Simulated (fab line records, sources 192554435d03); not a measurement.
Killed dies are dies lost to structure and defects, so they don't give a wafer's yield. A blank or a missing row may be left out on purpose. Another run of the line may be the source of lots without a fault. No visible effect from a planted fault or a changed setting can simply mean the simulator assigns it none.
Matching of chambers || flow n5Finfet || 3 sister chambers for N5_BEOL_M9_CURE_71 on uvCure-03
The step cures SiCOH lowk, time 240 s. 3 wafers are shown with their chamber, then 7 later ones without.

EACH WAFER AND ITS CHAMBER
{"wafer": "L076.5", "chamber": 1, "wafer_temp_C_max": 387.6}
{"wafer": "L079.6", "chamber": 0, "wafer_temp_C_max": 387.8}
{"wafer": "L085.4", "chamber": 2, "wafer_temp_C_max": 387.4}

WAFERS WITH NO CHAMBER GIVEN
{"wafer": "L085.6", "wafer_temp_C_max": 386.6}
{"wafer": "L086.1", "wafer_temp_C_max": 386.8}
{"wafer": "L086.4", "wafer_temp_C_max": 387.3}
{"wafer": "L086.5", "wafer_temp_C_max": 387.0}
{"wafer": "L091.1", "wafer_temp_C_max": 388.9}
{"wafer": "L091.3", "wafer_temp_C_max": 387.3}
{"wafer": "L091.6", "wafer_temp_C_max": 387.4}

WHICH CHAMBER EACH ONE RAN IN
{"wafer": "L085.6", "from the rows above": "can't be placed: 2 or 1 or 0", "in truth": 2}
{"wafer": "L086.1", "from the rows above": "can't be placed: 2 or 1 or 0", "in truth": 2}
{"wafer": "L086.4", "from the rows above": "can't be placed: 2 or 1 or 0", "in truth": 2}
{"wafer": "L086.5", "from the rows above": "can't be placed: 2 or 1 or 0", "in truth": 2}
{"wafer": "L091.1", "from the rows above": "can't be placed: 0 or 1 or 2", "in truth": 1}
{"wafer": "L091.3", "from the rows above": "can't be placed: 2 or 1 or 0", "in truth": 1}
{"wafer": "L091.6", "from the rows above": "can't be placed: 2 or 1 or 0", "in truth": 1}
Correctly placed: 0 of 7. Can't be placed from these rows: 7 (the true chamber is among the candidates in 7). Placed wrongly: 0.
How it was worked out, from the rows above alone: a wafer's distance from a chamber is the root of the sum, over the readings, of the square of ((its reading less the chamber's mean) divided by the reading's scatter). The wafer belongs to the nearest chamber; if the next one is less than 2 further off, it can't be placed. The mean given for a chamber averages the wafers shown for that chamber. The scatter: with one shown wafer a chamber, the root of the mean of the squares of how far each hidden wafer lies from its nearest shown one.
